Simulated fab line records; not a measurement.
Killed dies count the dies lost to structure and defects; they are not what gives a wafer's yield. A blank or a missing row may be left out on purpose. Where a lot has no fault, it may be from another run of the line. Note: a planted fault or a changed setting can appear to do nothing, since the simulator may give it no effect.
Matching of chambers    flow n5_finfet    N5_BEOL_M0_SAQP_DESCUM_19 on rie_diel-02: 4 sister chambers
The step chemistry O2, time 7.9 s. 16 wafers are shown with their chamber, then 8 later ones without.

## WAFERS PAIRED WITH THEIR CHAMBERS
wafer   chamber  drypump_motor_current_A (A)  throttle_valve_pct (%)  showerhead_plenum_p_Torr (Torr)
L074.2  1        5.6                          20.68                   2.18
L074.3  0        5.8                          20.04                   2.06
L074.6  2        5.6                          20.59                   2.06
L076.1  2        5.6                          20.59                   2.06
L076.4  3        5.0                          20.58                   2.26
L076.5  3        5.0                          20.60                   2.26
L081.2  0        5.8                          20.06                   2.06
L081.3  2        5.6                          20.60                   2.05
L081.5  3        5.0                          20.59                   2.25
L080.1  2        5.7                          20.61                   2.05
L080.2  3        5.0                          20.61                   2.25
L080.6  3        5.0                          20.59                   2.25
L082.4  0        5.8                          20.06                   2.05
L082.5  0        5.8                          20.04                   2.05
L082.6  3        5.0                          20.61                   2.25
L087.1  1        5.6                          20.70                   2.17

SIGNATURES, as means of the wafers listed above
reading                   chamber 0  chamber 1  chamber 2  chamber 3  scatter within a chamber
drypump_motor_current_A   5.800      5.600      5.625      5.000      0.025
throttle_valve_pct        20.0500    20.6900    20.5975    20.5967    0.0116
showerhead_plenum_p_Torr  2.0550     2.1750     2.0550     2.2533     0.00565
Rule: a wafer's distance from a chamber is the root of the sum, over the readings, of the square of ((its reading less the chamber's mean) divided by the reading's scatter). The wafer belongs to the nearest chamber; if the next one is less than 2 further off, it can't be placed. The scatter: the root of (the sum of the squares of (reading less its chamber's mean) over the shown wafers, divided by (wafers less chambers)).

## WAFERS WHOSE CHAMBER IS MISSING
wafer   drypump_motor_current_A (A)  throttle_valve_pct (%)  showerhead_plenum_p_Torr (Torr)
L087.2  5.7                          20.08                   2.05
L087.6  5.6                          20.71                   2.17
L092.4  5.7                          20.61                   2.05
L092.5  5.8                          20.09                   2.05
L092.6  5.0                          20.63                   2.25
L097.1  5.0                          20.64                   2.24
L097.5  5.0                          20.63                   2.24
L097.6  5.6                          20.62                   2.05

## WHICH CHAMBER EACH WENT THROUGH
wafer   from the rows above  in truth
L087.2  0                    0
L087.6  1                    1
L092.4  2                    2
L092.5  0                    0
L092.6  3                    3
L097.1  3                    3
L097.5  3                    3
L097.6  2                    2
8 of 8 placed correctly. Can't be placed from these rows: 0. Placed wrongly: 0.
